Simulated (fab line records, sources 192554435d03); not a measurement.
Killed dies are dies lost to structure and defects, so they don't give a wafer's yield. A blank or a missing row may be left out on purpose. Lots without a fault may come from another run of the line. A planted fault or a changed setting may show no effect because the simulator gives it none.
A struck lot beside a sound one | flow n5_finfet | 23 steps out of a route of 1938
Sound: wafers L334.1, L334.4, L334.6. Struck: wafers L323.1, L323.3, L323.4. The cause comes at the end.
At each step with rows: each side's tool, then ch and its chambers, then its first start. Under that, the readings that differ: sound wafers | struck wafers | difference of the means | sigmas: that difference in standard deviations of wafers without a fault.
alike: readings whose means differ by less than 2 such deviations, and words and numbers that are the same on both sides. not compared: withheld readings, readings that some wafer has no value for, bounds like >300 that may hide the same value, and numbers for which the record gives no deviation and whose values overlap.
The two part at a step that has a row with sigmas, a row that says differs or no value, or rows on one side only. Numbers that don't overlap but have no deviation are shown without sigmas and don't part them. A reading that every wafer of one side lacks parts them only if that side has two wafers or more.

first, 9 steps without rows for these wafers: N5_DUMMY_GATE_EXPOSE_12 (exposes mask GATE, target cd 25 nm); N5_DUMMY_GATE_PEB_13 (peb time 60 s); N5_DUMMY_GATE_DEVELOP_14 (develop time 30 s); N5_DUMMY_GATE_DESCUM_20 (chemistry O2, time 6.2 s); N5_DUMMY_GATE_ETCH_29 (etches underlayer in N2/H2, target depth 13 nm); N5_DUMMY_GATE_ETCH_36 (etches SiARC in CF4, target depth 13 nm); N5_DUMMY_GATE_ETCH_37 (etches SOC in N2/H2, target depth 60 nm, overetch 30 nm); N5_DUMMY_GATE_STRIP_38 (strips in N2/H2); N5_DUMMY_GATE_STRIP_39 (strips in N2/H2).
N5_DUMMY_GATE_TRIM_49: chemistry O2, time 29 s, target cd 14 nm.
  sound on rie_si-04 ch 0,1, day 7 23:58; struck on rie_si-02 ch 0,1,3, day 5 05:41
  no value came back on the struck wafers for any of 6 readings (O2_flow_sccm (sccm), bias_power_w (W) and others); on the sound wafers O2_flow_sccm (sccm) reads 99.8 99.7 100.0
  reading                     | sound          | struck     | difference | sigmas
  model.DUMMY_GATE.cd_nm (nm) | 14.2 14.4 14.2 | 23 23.2 23 | +9         |
  not compared: rf_hours_counter_h
then, 1 step without rows for these wafers: N5_DUMMY_GATE_STRIP_40 (strips in CF4).
N5_DUMMY_GATE_CD_MEAS_50: target cd 14 nm.
  sound on cd_sem-03, day 8 00:07; struck on cd_sem-02, day 5 05:49
  reading    | sound             | struck            | difference | sigmas
  cd_nm (nm) | 13.82 14.39 14.31 | 23.00 23.11 22.68 | +8.76      | +30
then, 6 steps without rows for these wafers: N5_DUMMY_GATE_ETCH_31 (etches SiO2 in C4F6/O2, target depth 82.5 nm, time 27.5 s); N5_DUMMY_GATE_STRIP_41 (strips in O2); N5_DUMMY_GATE_HM_OPEN_21 (chemistry CH3F/O2, target SiNx, target depth 120 nm, time 171.4 s); N5_DUMMY_GATE_ETCH_32 (etches SiO2 in CF4, target depth 3.5 nm, time 3.9 s); N5_DUMMY_GATE_ETCH_23 (etches poly-Si in HBr/Cl2/O2, target depth 41 nm, time 22.3 s); N5_DUMMY_GATE_ETCH_44 (etches poly-Si in HBr/O2, stops on SiO2, target depth 127.5 nm).
N5_DUMMY_GATE_CD_MEAS_24: target cd 15 nm.
  sound on cd_sem-03, day 8 00:37; struck on cd_sem-03, day 5 06:19
  reading    | sound          | struck         | difference | sigmas
  cd_nm (nm) | 15.4 15.7 15.1 | 24.0 24.2 24.2 | +8.7       | +26
N5_DUMMY_GATE_ETCH_42: etches SiO2 in CHF3/O2, target depth 3.5 nm, time 31 s.
  sound on rie_diel-02 ch 0,1,2, day 8 00:40; struck on rie_diel-04 ch 0,2,3, day 5 06:22
  reading                     | sound          | struck       | difference | sigmas
  drypump_motor_current_A (A) | 4.8 5.0 5.0    | 6.1 5.6 5.5  | +0.8       | +2
  model.DUMMY_GATE.cd_nm (nm) | 15.4 15.8 15.4 | 24 24.4 24.2 | +9         |
  alike: oes_product_au, rf_vpp_V, showerhead_plenum_p_Torr, throttle_valve_pct
  not compared: rf_hours_counter_h
then, 1 step without rows for these wafers: N5_DUMMY_GATE_STRIP_48 (strips in N2/H2, time 20 s).
N5_BEOL_M4_RC_MEAS_101:
  the record has rows for the sound wafers here (prober-01 ch 0, day 14 22:22) and none for the struck ones
-- the record jumps here: 11 days lie between the struck wafers' starts before and after (it left off in module BEOL_M4 and takes up again in module PASSIVATION, whose first step shown is number 1936 of the route) --
N5_PASSIVATION_PROBE_49:
  the record has rows for the struck wafers here (prober-01, day 16 03:46) and none for the sound ones

WHERE THEY PART
First at N5_DUMMY_GATE_TRIM_49; last, within this record, at N5_PASSIVATION_PROBE_49.

WHY: what the simulator had put in
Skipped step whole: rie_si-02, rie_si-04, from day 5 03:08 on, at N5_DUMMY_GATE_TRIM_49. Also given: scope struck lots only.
